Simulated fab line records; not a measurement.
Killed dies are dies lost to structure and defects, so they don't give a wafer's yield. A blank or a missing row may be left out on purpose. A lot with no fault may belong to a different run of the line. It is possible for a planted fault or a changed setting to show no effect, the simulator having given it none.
Struck lot and sound lot, side by side	flow n5Finfet	40 out of 1938 route steps
Sound: the wafers L925.2, L925.3, L925.5. Wafers struck: L915.2, L915.3, L915.6. At the end, the cause is stated.
At each step with rows: each side's tool, then ch and its chambers, then its first start. Under that, the readings that differ: sound wafers	struck wafers	difference of the means	sigmas: that difference in standard deviations of wafers without a fault.
alike: same words and numbers on both sides, and readings whose means sit less than 2 such deviations apart. not compared: any withheld reading, any reading some wafer has no value for, any bound like >300 that may hide the same value, and any number with overlapping values for which the record gives no deviation.
The two part at a step that has a row with sigmas, a row that says differs or no value, or rows on one side only. Non-overlapping numbers with no deviation appear without sigmas and do not part them. A reading missing from all wafers of one side parts the sides only when that side holds two or more wafers.

first, 11 steps without rows for these wafers: N5_STI_FIN_REVEAL_CMP_04 (polishes, stops on Si3N4, t overpolish 4 s, target thk 131.83 nm); N5_STI_FIN_REVEAL_DENSIFY_30; N5_STI_FIN_REVEAL_ETCHBACK_08 (etches SiO2 in C4F6/O2, target depth 30.5 nm, time 10.167 s); N5_STI_FIN_REVEAL_STRIP_24 (strips in N2/H2, time 90 s); N5_STI_FIN_REVEAL_PRECLEAN_25 (cleans in SPM, time 90 s); N5_STI_FIN_REVEAL_PRECLEAN_26 (cleans in SC1, time 45 s); N5_STI_FIN_REVEAL_PRECLEAN_29 (cleans in DHF, time 30 s); N5_STI_FIN_REVEAL_SRD_12 (time 30 s); N5_STI_FIN_REVEAL_RECESS_09 (chemistry HF/NH3, target SiO2, afs cycles 11, target depth 42.5 nm, sublimation time 60 s); N5_STI_FIN_REVEAL_STRIP_16 (strips SiNx in H3PO4, target depth 23.8 nm); N5_STI_FIN_REVEAL_PRECLEAN_17 (cleans in NF3:NH3, afs cycles 1, time 20 s, sublimation time 60 s).
N5_STI_FIN_REVEAL_ETCH_34: etches Si in H2, material Si, target depth 0.97 nm.
  sound on rieSi-03 ch 0,1,2, day 6 11:08; struck on rieSi-05 ch 2,3, day 4 00:11
reading	sound	struck	difference	sigmas
oesProductAu (a.u.)	1.011 1.020 1.029	1.225 1.259 1.249	+0.224	+16
model.STI_FIN_REVEAL.featureDepthNm (nm)	1 1 1	1.4 1.4 1.4	+0.4	
model.etch.depthNm (nm)	0.9864 0.9794 0.984	1.32 1.327 1.338	+0.35	
  alike: drypumpMotorCurrentA, heBacksideLeakSccm, throttleValvePct
  not compared: rfHoursCounterH
then, 7 steps without rows for these wafers: N5_STI_FIN_REVEAL_OXIDATION_31 (chemistry O2 PLASMA REMOTE, time 20 s); N5_STI_FIN_REVEAL_PRECLEAN_32 (cleans in NF3:NH3, afs cycles 1, time 20 s, sublimation time 60 s); N5_STI_FIN_REVEAL_STRIP_35 (strips Si3N4 in H3PO4, target depth 4 nm, time 39 s); N5_STI_FIN_REVEAL_SRD_21 (time 30 s); N5_STI_FIN_REVEAL_OXIDATION_33 (chemistry O2 PLASMA REMOTE, time 20 s); N5_STI_FIN_REVEAL_CLEAN_19 (cleans in O3/DIW, time 120 s); N5_STI_FIN_REVEAL_SRD_23 (time 30 s).
N5_STI_FIN_REVEAL_CD_MEAS_22: target cd 6.238 nm, pitch 28 nm.
  sound on cdSem-02 at day 6 11:43; struck on cdSem-01 at day 4 00:46
reading	sound	struck	difference	sigmas
cdNm (nm)	6.21 6.44 6.37	5.13 5.64 5.52	-0.91	-3
then, 18 steps without rows for these wafers: N5_STI_FIN_REVEAL_PRECLEAN_18 (cleans in SC2, time 45 s); N5_STI_FIN_REVEAL_SRD_28 (time 30 s); N5_DUMMY_GATE_PRECLEAN_00 (cleans in O3/DIW, time 60 s); N5_DUMMY_GATE_SRD_01 (time 30 s); N5_DUMMY_GATE_ALD_02 (deposits SiO2, target thk 2 nm, pulse time 1 s); N5_DUMMY_GATE_CVD_03 (deposits a-Si from SiH4, target thk 150 nm, time 8042 s); N5_DUMMY_GATE_PRECLEAN_46 (cleans in DIW, time 89.5 s); N5_DUMMY_GATE_SRD_47 (dry time 32 s); N5_DUMMY_GATE_CMP_04 (polishes a-Si); N5_DUMMY_GATE_HM_DEP_06 (deposits SiNx from DCS/NH3, target thk 80 nm, time 5141 s); N5_DUMMY_GATE_PECVD_30 (deposits SiO2 from TEOS/O2, target thk 55 nm, time 10.8 s); N5_DUMMY_GATE_COAT_34 (time 60 s, resist thk 60 nm); N5_DUMMY_GATE_COAT_35 (time 60 s, resist thk 10 nm); N5_DUMMY_GATE_COAT_28 (time 60 s, resist thk 10 nm); N5_DUMMY_GATE_COAT_09 (resist thk 30 nm); N5_DUMMY_GATE_EBR_11; N5_DUMMY_GATE_SOFTBAKE_10 (time 60 s); N5_DUMMY_GATE_EXPOSE_12 (exposes mask GATE, target cd 25 nm).
-- the record jumps here: 5 days lie between the struck wafers' starts before and after (it left off in module DUMMY_GATE and takes up again in module BEOL_M4, whose first step shown is number 1111 of the route) --
N5_BEOL_M4_RC_MEAS_101:
  sound on prober-02 ch 0, day 11 05:35; struck on prober-01 ch 0, day 9 01:01
reading	sound	struck	difference	sigmas
DIBL_P (mV/V)	36.0 36.1 37.2	28.5 33.6 31.9	-5.1	-2
IOFF_N_LIN (nA/um)	0.076 0.074 0.079	0.036 0.052 0.047	-0.031	-3
IOFF_P (nA/um)	0.23 0.23 0.25	0.12 0.18 0.15	-0.09	-3
ION_N (uA/um)	678 671 685	641 653 648	-31	-3
ION_P (uA/um)	469 466 485	446 456 454	-21	-3
REXT_N (ohm.um)	76.1 76.8 74.9	78.5 80.3 78.0	+3.0	+2
VT_N (mV)	246 247 249	260 256 256	+10	+3
VT_N_LVT (mV)	97 97 97	110 103 106	+9	+3
VT_P (mV)	-247 -244 -243	-255 -252 -252	-8	-2
  alike: DIBL_N, IOFF_N, SS_N, SS_P
-- record jumps: 4 days separate the struck wafers' starts on either side; left off in module BEOL_M4, taken up again in module PASSIVATION, whose first shown step is the route's number 1936 --
N5_PASSIVATION_PROBE_49:
  sound on prober-02 at day 15 06:46; struck on prober-02 at day 12 15:40
reading	sound	struck	difference	sigmas
sort_bin_8_speed (%)	0 0 0	0.93 0 0	+0.31	+31
  alike: defectLimitedYield, killed_at_M0_to_M3, killed_at_M4_up, killedAtContacts, killedAtFrontEnd, killedAtOther, killedDies, killedOpen, killedShort, sort_bin_5_function, sort_bin_6_memory, sortNPass, sortYieldPct

WHERE THEY PART
Earliest at N5_STI_FIN_REVEAL_ETCH_34; latest, in this record, at N5_PASSIVATION_PROBE_49.

WHY: the cause the simulator had injected
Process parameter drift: rieSi-05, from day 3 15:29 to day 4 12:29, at N5_STI_FIN_REVEAL_ETCH_34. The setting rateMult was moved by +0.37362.
